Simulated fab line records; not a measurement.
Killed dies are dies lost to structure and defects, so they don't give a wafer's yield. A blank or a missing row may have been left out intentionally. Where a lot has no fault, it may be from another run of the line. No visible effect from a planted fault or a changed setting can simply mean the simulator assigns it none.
fab line records	flow n5Finfet	part 1 of 2: steps 1 to 4 of 6
[record] lots = 22	wafers = 66	lastDay = 19
route steps=1938 shown WELL_APT@44 PMOS_HMC_CHANNEL_EPI@67 FIN_SAQP@112
lots that met no fault: taken from a fault-free run of the same line
startH: hours from the record's first day to the start of the lot's first wafer shown	waitH: hours since the lot's step before	" as in the row above	L1.1+2: a row that stands for several wafers	- value missing, or start not given	* or withheld: withheld	< > ~ a bound
route shown NAME@n: names a module that has steps shown in the file, with the first one's number in the route	usual: average and standard deviation across the fault-free wafers	same: alike in all rows	chamber/n: place in a boat	sites: readings site by site	_std_site: standard deviation across them	_edge_site: outer sites' mean less inner sites'	radiusMm: how far each site lies from the wafer's centre	mask NAME#n: copy n	behind: tool/chamber where the wafer was last shaped	hold: cause of the lot's hold/its duration in hours/its outcome	device: names the non-switching transistor (n, p or np)	end of line: the tests these same wafers got at the end of their route	a step with no rows: only its recipe	killed: not the wafer's yield, but the dies lost to structure and defects at the first sort	map: a wafer's dies, marking killed ones x, the rest . and places with no die _
set.NAME: the setting the step ran with; set.NAME@STEP: the setting that earlier step ran with	model.NAME: the simulator's own value behind a step, which no gauge read
the route's steps for a sample of lots (tables are steps, rows are wafers)
services: a tool's chamber out of use, with start hour (startH, from the record's first day; less than 0 if before it), hours out, and reason
[[steps]]
[step N5_WELL_APT_OVL_MEAS_26]
[recipe] pointsPerWafer = 44
[usual] PWELL_OVL = 1/4.3
lot.wafer	tool	chamber	startH	waitH	PWELL_OVL[nm]
L075.1	overlay-02	0	22.66	0.0	1
L075.2	"	0	"	"	9
L075.6	"	0	"	"	4
L076.1	overlay-01	0	26.85	0.0	4
L076.3	"	0	"	"	1
L076.6	"	0	"	"	2
L077.1	overlay-01	0	34.20	0.0	7
L077.4	"	0	"	"	2
L077.5	"	0	"	"	5
L078.1	overlay-02	0	39.13	0.0	-9
L078.3	"	0	"	"	-2
L078.5	"	0	"	"	-7
L079.1	overlay-01	0	45.14	0.0	3
L079.4	"	0	"	"	3
L079.6	"	0	"	"	4
L080.2	overlay-01	0	51.56	0.0	-4
L080.5	"	0	"	"	2
L080.6	"	0	"	"	3
L081.1	overlay-02	0	57.55	0.0	-1
L081.3	"	0	"	"	1
L081.6	"	0	"	"	-7
L082.2	overlay-01	0	63.01	0.0	-5
L082.4	"	0	"	"	-2
L082.5	"	0	"	"	-8
L083.1	overlay-02	0	69.15	0.0	1
L083.4	"	0	"	"	3
L083.5	"	0	"	"	-3
L084.1	overlay-01	0	74.98	0.0	3
L084.5	"	0	"	"	-4
L084.6	"	0	"	"	1
L085.1	overlay-02	0	80.87	0.0	-6
L085.4	"	0	"	"	-2
L085.5	"	0	"	"	-2
L087.1	overlay-02	0	92.98	0.0	4
L087.5	"	0	"	"	3
L087.6	"	0	"	"	13
L088.2	overlay-02	0	99.60	0.0	15
L088.3	"	0	"	"	2
L088.5	"	0	"	"	15
L089.1	overlay-02	0	105.41	0.0	0
L089.3	"	0	"	"	2
L089.4	"	0	"	"	2
L090.4	overlay-02	0	111.12	0.0	2
L090.5	"	0	"	"	0
L090.6	"	0	"	"	-3
L091.1	overlay-01	0	116.85	0.0	-3
L091.2	"	0	"	"	3
L091.4	"	0	"	"	-4
L092.4	overlay-02	0	122.83	0.0	-3
L092.5	"	0	"	"	-7
L092.6	"	0	"	"	6
L093.2	overlay-02	0	129.24	0.0	-3
L093.3	"	0	"	"	-2
L093.5	"	0	"	"	-3
L094.1	overlay-02	0	135.03	0.0	1
L094.2	"	0	"	"	4
L094.3	"	0	"	"	6
L095.1	overlay-01	0	141.20	0.0	-6
L095.3	"	0	"	"	-4
L095.5	"	0	"	"	2
L096.1	overlay-01	0	146.96	0.0	5
L096.5	"	0	"	"	1
L096.6	"	0	"	"	1
L097.1	overlay-01	0	152.71	0.0	4
L097.3	"	0	"	"	6
L097.5	"	0	"	"	3
[step N5_PMOS_HMC_CHANNEL_EPI_INSPECT_11]
[recipe] mode = adi	inspectInstrument = macro
[usual] rawDefectCount = 1.8/1.4
lot.wafer	tool	chamber	startH	waitH	rawDefectCount
L075.1	defectInspect-02	-	25.26	0.0	2
L075.2	"	-	"	"	1
L075.6	"	-	"	"	1
L076.1	defectInspect-01	-	28.93	0.0	2
L076.3	"	-	"	"	1
L076.6	"	-	"	"	4
L077.1	defectInspect-01	-	36.98	0.0	3
L077.4	"	-	"	"	2
L077.5	"	-	"	"	1
L078.1	defectInspect-02	-	41.31	0.0	1
L078.3	"	-	"	"	2
L078.5	"	-	"	"	4
L079.1	defectInspect-02	-	47.65	0.0	2
L079.4	"	-	"	"	3
L079.6	"	-	"	"	2
L080.2	defectInspect-02	-	53.89	0.0	1
L080.5	"	-	"	"	2
L080.6	"	-	"	"	1
L081.1	defectInspect-02	-	59.91	0.0	3
L081.3	"	-	"	"	3
L081.6	"	-	"	"	0
L082.2	defectInspect-02	-	66.48	0.0	0
L082.4	"	-	"	"	4
L082.5	"	-	"	"	3
L083.1	defectInspect-02	-	72.16	0.0	3
L083.4	"	-	"	"	0
L083.5	"	-	"	"	1
L084.1	defectInspect-02	-	77.68	0.0	3
L084.5	"	-	"	"	2
L084.6	"	-	"	"	1
L085.1	defectInspect-02	-	83.43	0.0	1
L085.4	"	-	"	"	1
L085.5	"	-	"	"	0
L087.1	defectInspect-02	-	95.52	0.0	7
L087.5	"	-	"	"	3
L087.6	"	-	"	"	1
L088.2	defectInspect-02	-	101.80	0.0	3
L088.3	"	-	"	"	2
L088.5	"	-	"	"	0
L089.1	defectInspect-01	-	107.68	0.0	7
L089.3	"	-	"	"	1
L089.4	"	-	"	"	5
L090.4	defectInspect-02	-	113.59	0.0	0
L090.5	"	-	"	"	4
L090.6	"	-	"	"	2
L091.1	defectInspect-02	-	119.07	0.0	0
L091.2	"	-	"	"	1
L091.4	"	-	"	"	0
L092.4	defectInspect-01	-	124.96	0.0	2
L092.5	"	-	"	"	2
L092.6	"	-	"	"	0
L093.2	defectInspect-01	-	131.53	0.0	1
L093.3	"	-	"	"	1
L093.5	"	-	"	"	2
L094.1	defectInspect-02	-	137.21	0.0	1
L094.2	"	-	"	"	3
L094.3	"	-	"	"	3
L095.1	defectInspect-02	-	143.55	0.0	2
L095.3	"	-	"	"	0
L095.5	"	-	"	"	2
L096.1	defectInspect-02	-	149.23	0.0	3
L096.5	"	-	"	"	2
L096.6	"	-	"	"	0
L097.1	defectInspect-02	-	155.15	0.0	1
L097.3	"	-	"	"	3
L097.5	"	-	"	"	2
[step N5_PMOS_HMC_CHANNEL_EPI_ETCH_32]
[recipe] chemistry = N2/H2	target = BARC	stopOn = SiO2	targetDepthA = 858	overEtchFrac = 0.3	timeS = 50.3	ionEnergyEv = 200	maskMaterial = CAR-ArF-block	pressureMtorr = 30	sourceW = 840	biasW = 150	n2FlowSccm = 200	h2FlowSccm = 200
[usual] drypumpMotorCurrentA = 5.6/0.42	oesProductAu = 0.66/0.058	rfFwdPowerW = 830/3.5	rfVppV = 524.2/2	showerheadPlenumPTorr = 2.56/0.067	throttleValvePct = 17.92/0.24
lot.wafer	tool	chamber	startH	waitH	drypumpMotorCurrentA	oesProductAu	rfFwdPowerW	rfHoursCounterH	rfVppV	showerheadPlenumPTorr	throttleValvePct
L075.1	rieDiel-06	3	25.33	0.0	5.7	0.65	827	136	526.1	2.65	17.90
L075.2	"	1	"	"	6.5	0.61	827	187	522.2	2.55	18.06
L075.6	"	2	"	"	5.7	0.67	831	-	526.5	2.66	17.91
L076.1	rieDiel-05	2	29.00	0.0	6.2	0.78	834	13	525.2	2.62	17.55
L076.3	"	0	"	"	5.2	0.75	831	48	522.3	2.46	17.25
L076.6	"	3	"	"	5.1	0.61	835	-	522.7	2.51	18.08
L077.1	rieDiel-06	2	37.05	0.0	5.7	0.67	827	134	528.7	2.66	17.92
L077.4	"	2	"	"	5.7	0.67	826	-	526.9	2.66	17.93
L077.5	"	3	"	"	5.6	0.65	824	-	526.4	2.65	17.91
L078.1	rieDiel-02	1	41.60	0.0	5.6	0.81	830	4	522.7	2.51	17.84
L078.3	"	2	"	"	6.0	0.68	834	113	523.7	2.56	17.71
L078.5	"	0	"	"	5.1	0.63	832	-	526.4	2.63	18.12
L079.1	rieDiel-06	1	47.72	0.0	6.5	0.61	830	190	521.8	2.55	18.07
L079.4	"	0	"	"	5.1	0.71	822	74	521.3	2.48	18.07
L079.6	"	3	"	"	5.7	0.65	826	-	527.4	2.65	17.93
L080.2	rieDiel-02	2	53.97	0.0	6.0	0.67	830	117	523.2	2.56	17.73
L080.5	"	0	"	"	5.1	0.63	831	-	527.4	2.63	18.12
L080.6	"	1	"	"	5.6	0.79	835	-	523.1	2.51	17.82
L081.1	rieDiel-06	1	59.98	0.0	6.6	0.60	832	194	521.3	2.54	18.05
L081.3	"	2	"	"	5.6	0.66	830	142	527.1	2.65	17.94
L081.6	"	1	"	"	6.5	0.61	832	-	521.8	2.54	18.05
L082.2	rieDiel-02	3	66.81	0.0	5.6	0.59	826	225	522.1	2.52	18.20
L082.4	"	2	"	"	6.0	0.68	831	121	524.2	2.56	17.75
L082.5	"	2	"	"	6.0	0.67	836	-	524.1	2.56	17.76
L083.1	rieDiel-05	0	72.25	0.0	5.2	0.75	833	52	522.9	2.46	17.25
L083.4	"	1	"	"	5.6	0.63	830	181	525.5	2.64	17.76
L083.5	"	2	"	"	6.2	0.75	832	-	525.8	2.62	17.57
L084.1	rieDiel-06	3	77.75	0.0	5.6	0.64	829	154	527.5	2.64	17.95
L084.5	"	1	"	"	6.5	0.60	832	-	523.9	2.54	18.08
L084.6	"	0	"	"	5.2	0.70	823	-	522.5	2.47	18.08
L085.1	rieDiel-06	3	83.50	0.0	5.6	0.64	825	156	527.7	2.64	17.94
L085.4	"	2	"	"	5.7	0.66	829	149	527.7	2.65	17.96
L085.5	"	0	"	"	5.2	0.71	828	-	522.6	2.47	18.09
L087.1	rieDiel-02	0	95.59	0.0	5.1	0.62	836	171	526.0	2.62	18.14
L087.5	"	3	"	"	5.7	0.58	827	-	522.8	2.51	18.22
L087.6	"	0	"	"	5.1	0.61	834	-	525.2	2.62	18.17
L088.2	rieDiel-05	1	101.87	0.0	5.6	0.62	828	191	526.9	2.63	17.79
L088.3	"	2	"	"	6.2	0.74	834	39	525.9	2.61	17.59
L088.5	"	1	"	"	5.6	0.63	829	-	527.2	2.63	17.79
L089.1	rieDiel-06	1	107.75	0.0	6.5	0.59	837	207	523.5	2.54	18.09
L089.3	"	2	"	"	5.6	0.65	829	156	527.1	2.65	17.96
L089.4	"	0	"	"	5.2	0.69	828	91	521.4	2.47	18.10
L090.4	rieDiel-05	3	113.65	0.0	5.1	0.60	834	223	524.3	2.50	18.11
L090.5	"	1	"	"	5.6	0.62	829	-	525.6	2.63	17.80
L090.6	"	2	"	"	6.2	0.74	831	-	525.3	2.61	17.61
L091.1	rieDiel-02	2	119.14	0.0	6.0	0.67	833	138	524.4	2.55	17.77
L091.2	"	3	"	"	5.6	0.58	827	242	523.5	2.51	18.21
L091.4	"	3	"	"	5.6	0.57	827	-	523.1	2.51	18.21
L092.4	rieDiel-05	1	125.02	0.0	5.6	0.63	827	196	526.0	2.63	17.81
L092.5	"	3	"	"	5.1	0.60	833	-	522.3	2.50	18.13
L092.6	"	0	"	"	5.2	0.73	835	-	522.9	2.46	17.28
L093.2	rieDiel-02	3	131.59	0.0	5.6	0.58	827	245	523.6	2.51	18.21
L093.3	"	0	"	"	5.1	0.62	832	179	526.1	2.62	18.13
L093.5	"	3	"	"	5.6	0.58	827	-	522.2	2.51	18.22
L094.1	rieDiel-02	1	137.28	0.0	5.6	0.75	835	30	522.8	2.50	17.89
L094.2	"	2	"	"	6.0	0.66	832	142	524.6	2.55	17.77
L094.3	"	0	"	"	5.1	0.61	832	180	526.2	2.62	18.17
L095.1	rieDiel-02	1	143.61	0.0	5.6	0.73	829	33	521.9	2.50	17.89
L095.3	"	0	"	"	5.1	0.61	825	182	525.1	2.62	18.14
L095.5	"	2	"	"	6.1	0.66	832	-	523.6	2.55	17.79
L096.1	rieDiel-05	3	149.30	0.0	5.1	0.60	832	233	522.8	2.49	18.12
L096.5	"	0	"	"	5.2	0.72	834	-	521.1	2.45	17.29
L096.6	"	3	"	"	5.1	0.60	834	-	521.0	2.49	18.14
L097.1	rieDiel-06	1	155.22	0.0	6.6	0.59	831	220	523.3	2.53	18.10
L097.3	"	0	"	"	5.2	0.69	827	104	521.9	2.46	18.12
L097.5	"	3	"	"	5.7	0.63	826	-	526.3	2.63	17.99
[step N5_FIN_SAQP_OVL_MEAS_17]
[recipe] pointsPerWafer = 44
[usual] FIN_CORE_OVL = 0.3/0.8
lot.wafer	tool	chamber	startH	waitH	FIN_CORE_OVL[nm]
L075.1	overlay-01	0	29.37	0.0	0.9
L075.2	"	0	"	"	0.1
L075.6	"	0	"	"	0.7
L076.1	overlay-01	0	33.28	0.0	-0.4
L076.3	"	0	"	"	0.4
L076.6	"	0	"	"	0.1
L077.1	overlay-02	0	41.44	0.0	1.6
L077.4	"	0	"	"	-0.3
L077.5	"	0	"	"	0.6
L078.1	overlay-01	0	45.76	0.0	1.0
L078.3	"	0	"	"	0.2
L078.5	"	0	"	"	-0.1
L079.1	overlay-02	0	52.75	0.0	0.1
L079.4	"	0	"	"	0.7
L079.6	"	0	"	"	0.0
L080.2	overlay-01	0	58.59	0.0	0.0
L080.5	"	0	"	"	0.6
L080.6	"	0	"	"	-0.5
L081.1	overlay-02	0	64.13	0.0	0.9
L081.3	"	0	"	"	-0.3
L081.6	"	0	"	"	0.9
L082.2	overlay-01	0	70.87	0.0	0.7
L082.4	"	0	"	"	0.9
L082.5	"	0	"	"	0.6
L083.1	overlay-02	0	76.45	0.0	0.6
L083.4	"	0	"	"	0.0
L083.5	"	0	"	"	0.2
L084.1	overlay-01	0	82.31	0.0	0.1
L084.5	"	0	"	"	0.5
L084.6	"	0	"	"	1.0
L085.1	overlay-02	0	88.12	0.0	2.2
L085.4	"	0	"	"	-0.6
L085.5	"	0	"	"	1.6
L087.1	overlay-01	0	101.48	0.0	0.4
L087.5	"	0	"	"	1.3
L087.6	"	0	"	"	0.6
L088.2	overlay-02	0	106.26	0.0	0.0
L088.3	"	0	"	"	0.7
L088.5	"	0	"	"	0.9
L089.1	overlay-02	0	112.20	0.0	0.3
L089.3	"	0	"	"	1.2
L089.4	"	0	"	"	1.6
L090.4	overlay-01	0	117.88	0.0	-0.7
L090.5	"	0	"	"	-0.8
L090.6	"	0	"	"	0.1
L091.1	overlay-01	0	123.63	0.0	0.4
L091.2	"	0	"	"	0.5
L091.4	"	0	"	"	-1.1
L092.4	overlay-01	0	129.80	0.0	1.2
L092.5	"	0	"	"	0.4
L092.6	"	0	"	"	1.0
L093.2	overlay-01	0	135.83	0.0	-1.2
L093.3	"	0	"	"	0.3
L093.5	"	0	"	"	0.5
L094.1	overlay-01	0	141.63	0.0	0.5
L094.2	"	0	"	"	0.8
L094.3	"	0	"	"	0.9
L095.1	overlay-01	0	147.94	0.0	1.0
L095.3	"	0	"	"	0.2
L095.5	"	0	"	"	-0.2
L096.1	overlay-01	0	154.38	0.1	1.7
L096.5	"	0	"	"	0.7
L096.6	"	0	"	"	0.2
L097.1	overlay-01	0	159.38	0.0	1.3
L097.3	"	0	"	"	0.0
L097.5	"	0	"	"	-0.8
